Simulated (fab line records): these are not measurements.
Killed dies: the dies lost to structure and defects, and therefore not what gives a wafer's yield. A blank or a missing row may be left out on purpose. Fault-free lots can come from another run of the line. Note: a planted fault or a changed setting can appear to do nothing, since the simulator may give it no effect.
Matching of chambers | flow n5-finfet | 4 sister chambers for N5_PMOS_HMC_CHANNEL_EPI_ETCH_32 on rie-diel-01
The step etches BARC in N2/H2, stops on SiO2, target depth 85.8 nm, time 50.3 s. 4 wafers are shown with their chamber, then 9 later ones without.

== WAFERS, EACH WITH ITS CHAMBER ==
wafer  | chamber | showerhead-plenum-p-Torr (Torr)
L085.5 | 0       | 2.61
L086.2 | 1       | 2.52
L086.3 | 2       | 2.64
L086.6 | 3       | 2.47

== WAFERS MISSING THEIR CHAMBER ==
wafer  | showerhead-plenum-p-Torr (Torr)
L088.1 | 2.64
L088.4 | 2.52
L088.5 | 2.61
L091.1 | 2.63
L091.4 | 2.61
L091.5 | 2.63
L095.2 | 2.52
L095.4 | 2.63
L095.6 | 2.63

== THE CHAMBER EACH PASSED THROUGH ==
wafer  | from the rows above     | in truth
L088.1 | 2                       | 2
L088.4 | 1                       | 1
L088.5 | 0                       | 0
L091.1 | can't be placed: 2 or 0 | 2
L091.4 | 0                       | 0
L091.5 | can't be placed: 2 or 0 | 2
L095.2 | 1                       | 1
L095.4 | can't be placed: 2 or 0 | 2
L095.6 | can't be placed: 2 or 0 | 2
Placed correctly: 5 of 9. Can't be placed from these rows: 4 (the true chamber is among the candidates in 4). Number placed wrongly: 0.
How it was worked out, from the rows above alone: a wafer's distance from a chamber is the root of the sum, over the readings, of the square of ((its reading less the chamber's mean) divided by the reading's scatter). The wafer belongs to the nearest chamber; if the next one is less than 2 further off, it can't be placed. The mean given for a chamber averages the wafers shown for that chamber. The scatter (one wafer shown for each chamber): square how far every hidden wafer sits from the nearest shown wafer, average those squares and take the square root.
